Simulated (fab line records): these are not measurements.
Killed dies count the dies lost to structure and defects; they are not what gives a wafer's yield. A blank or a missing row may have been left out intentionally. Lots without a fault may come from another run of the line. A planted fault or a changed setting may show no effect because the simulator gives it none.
8D (eight disciplines) problem report, filled in by code | flow n5 finfet | the parts of the form that need people (team, actions taken, sign-off) are left out

== 1. WHAT WENT WRONG ==
At N5_HKMG_FIN_COAT_41, spin speed rpm averages 1812.6 rpm over 6 wafers from 2 lots, while fault-free wafers read 1500.0 rpm, standard deviation 1.2. So: +99 or more standard deviations from the usual mean.
The step: time 60 s, resist thk 300 nm.
Earliest sighting: wafer L250.2 on litho track-04 at day 8 21:06. The record holds 12 wafers of 4 lots with a number at this step. Rule for "out", or "out of limits": more than 4 standard deviations from the usual mean. All remaining wafers that have a number are taken as sound.

== 2. WHAT IT IS AND WHAT IT IS NOT ==
question                    | is                     | is not
which readings at this step | spin speed rpm         | -
which lots                  | L250, L251             | L237, L252
which wafers of those lots  | all that have a number | -
read on which tools         | litho track-04         | litho track-03
when                        | from day 8 21:06       | up to then (3 sound wafers); but 3 sound wafers of L252 came after

== 3. SUSPECTS, AND WHAT RULES EACH OUT ==
Counting: a tool at a process step up to the reading stays a suspect if it ran every lot that is out and no sound lot after the first of them.
- litho track-04 at N5_HKMG_FIN_COAT_41 (time 60 s, resist thk 300 nm): kept. It ran every lot that is out, first L250 (day 8 21:06), and no sound lot after that; its last sound lot up to then is L237 (day 5 15:09). Its own spin speed rpm readings are out on those wafers.
The count leaves litho track-04 at N5_HKMG_FIN_COAT_41.

== 4. THE CAUSE (what the simulator had put in) ==
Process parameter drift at N5_HKMG_FIN_COAT_41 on litho track-04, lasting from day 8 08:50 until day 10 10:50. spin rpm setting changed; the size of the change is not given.
The count eliminated every tool but this one.

== 5. THE CHAIN OF EFFECTS, in route order ==
Rows list readings where the struck wafers' mean (over those with a number) sits beyond 3 standard deviations from the usual. Only readings for which the record gives a usual standard deviation are gone through. hours: the time from each lot's start at the first step in this table that gives one to its start at this step, as a median over the lots. sigmas: the change in usual standard deviations.
hours | step                | reading        | usual      | on struck wafers | change | sigmas
0     | N5_HKMG_FIN_COAT_41 | spin speed rpm | 1500.0 rpm | 1812.6           | +312.6 | +99 or more
Here are the process steps it includes:
- N5_HKMG_FIN_COAT_41: time 60 s, resist thk 300 nm.
At these later measuring or inspecting steps, every struck wafer for which the step has a row has a number for every such reading, and none has moved that far: N5_BEOL_M4_RC_MEAS_101.

== 6. HOW IT WOULD HAVE BEEN CAUGHT EARLIER ==
In this record the first reading out of limits was taken at day 8 21:06, 12 hours after the fault began at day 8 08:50.
